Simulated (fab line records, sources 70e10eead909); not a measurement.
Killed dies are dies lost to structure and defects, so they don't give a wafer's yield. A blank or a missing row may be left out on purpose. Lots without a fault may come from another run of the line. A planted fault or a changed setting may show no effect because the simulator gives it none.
Chamber matching | flow nand_harc | NHARC_P_BONDPAD_ETCH_12 on rie_diel-08: 4 sister chambers
The step etches the open film in CHF3/O2, target depth 200 nm, time 100 s. 4 wafers are shown with their chamber, then 8 later ones without.

WAFERS WITH THEIR CHAMBER
wafer  | chamber | drypump_motor_current_A (A)
L868.5 | 1       | 5.17
L868.6 | 2       | 5.90
L869.1 | 3       | 5.48
L869.2 | 0       | 5.31

WAFERS WITHOUT THEIR CHAMBER
wafer  | drypump_motor_current_A (A)
L869.4 | 5.88
L871.2 | 5.89
L871.4 | 5.17
L871.6 | 5.15
L877.5 | 5.49
L877.6 | 5.92
L880.3 | 5.32
L880.4 | 5.16

WHICH CHAMBER EACH WENT THROUGH
wafer  | from the rows above | in truth
L869.4 | 2                   | 2
L871.2 | 2                   | 2
L871.4 | 1                   | 1
L871.6 | 1                   | 1
L877.5 | 3                   | 3
L877.6 | 2                   | 2
L880.3 | 0                   | 0
L880.4 | 1                   | 1
Placed correctly: 8 of 8. Can't be placed from these rows: 0. Placed wrongly: 0.
How it was worked out, from the rows above alone: a wafer's distance from a chamber is the root of the sum, over the readings, of the square of ((its reading less the chamber's mean) divided by the reading's scatter). The wafer belongs to the nearest chamber; if the next one is less than 2 further off, it can't be placed. A chamber's mean is the mean of its shown wafers. The scatter: with one shown wafer a chamber, the root of the mean of the squares of how far each hidden wafer lies from its nearest shown one.
